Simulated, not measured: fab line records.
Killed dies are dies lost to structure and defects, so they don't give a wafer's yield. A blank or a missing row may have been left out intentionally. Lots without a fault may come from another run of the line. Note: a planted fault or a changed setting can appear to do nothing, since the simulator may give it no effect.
Matching of chambers + flow n5 finfet + N5_BEOL_M10_STRIP_67 on rie diel-01: 4 sister chambers
The step strips in CF4. 14 wafers are shown with their chamber, then 7 later ones without.

== WAFERS PAIRED WITH THEIR CHAMBERS ==
| wafer  | chamber | drypump motor current A (A) | showerhead plenum p Torr (Torr) | throttle valve pct (%) |
|--------|---------|-----------------------------|---------------------------------|------------------------|
| L074.2 | 3       | 5.4                         | 1.77                            | 13.80                  |
| L074.3 | 1       | 6.4                         | 1.80                            | 13.22                  |
| L074.6 | 1       | 6.4                         | 1.80                            | 13.21                  |
| L078.1 | 3       | 5.5                         | 1.77                            | 13.82                  |
| L078.3 | 1       | 6.4                         | 1.80                            | 13.23                  |
| L078.5 | 1       | 6.4                         | 1.80                            | 13.24                  |
| L079.1 | 0       | 6.7                         | 1.83                            | 13.34                  |
| L079.2 | 1       | 6.4                         | 1.80                            | 13.23                  |
| L079.4 | 3       | 5.5                         | 1.76                            | 13.82                  |
| L084.3 | 3       | 5.4                         | 1.76                            | 13.28                  |
| L084.4 | 0       | 6.7                         | 1.83                            | 13.40                  |
| L084.5 | 2       | 5.3                         | 1.76                            | 13.37                  |
| L091.1 | 3       | 5.5                         | 1.76                            | 13.28                  |
| L091.3 | 2       | 5.3                         | 1.76                            | 13.38                  |

SIGNATURES, as means of the wafers listed above
| reading                  | chamber 0 | chamber 1 | chamber 2 | chamber 3 | scatter within a chamber |
|--------------------------|-----------|-----------|-----------|-----------|--------------------------|
| drypump motor current A  | 6.700     | 6.400     | 5.300     | 5.460     | 0.0346                   |
| showerhead plenum p Torr | 1.8300    | 1.8000    | 1.7600    | 1.7640    | 0.00346                  |
| throttle valve pct       | 13.3700   | 13.2260   | 13.3750   | 13.6000   | 0.185                    |
Rule: for a wafer and a chamber, the distance is found by dividing, reading by reading, the gap between the wafer's reading and the chamber's mean by the reading's scatter, squaring, summing and taking the root. If the next closest chamber is less than 2 further off than the closest, the wafer can't be placed; otherwise it belongs to the closest. The scatter: the root of (the sum of the squares of (reading less its chamber's mean) over the shown wafers, divided by (wafers less chambers)).

== WAFERS WITH NO CHAMBER GIVEN ==
| wafer  | drypump motor current A (A) | showerhead plenum p Torr (Torr) | throttle valve pct (%) |
|--------|-----------------------------|---------------------------------|------------------------|
| L091.4 | 6.7                         | 1.82                            | 13.42                  |
| L090.3 | 5.5                         | 1.76                            | 13.29                  |
| L090.4 | 5.3                         | 1.76                            | 13.40                  |
| L090.6 | 5.5                         | 1.76                            | 13.29                  |
| L095.1 | 6.4                         | 1.79                            | 13.32                  |
| L095.3 | 6.7                         | 1.82                            | 13.45                  |
| L095.4 | 5.3                         | 1.76                            | 13.41                  |

== THE CHAMBER EACH PASSED THROUGH ==
| wafer  | from the rows above | in truth |
|--------|---------------------|----------|
| L091.4 | 0                   | 0        |
| L090.3 | 3                   | 3        |
| L090.4 | 2                   | 2        |
| L090.6 | 3                   | 3        |
| L095.1 | 1                   | 1        |
| L095.3 | 0                   | 0        |
| L095.4 | 2                   | 2        |
Correctly placed: 7 of 7. Number that these rows cannot place: 0. 0 placed wrongly.
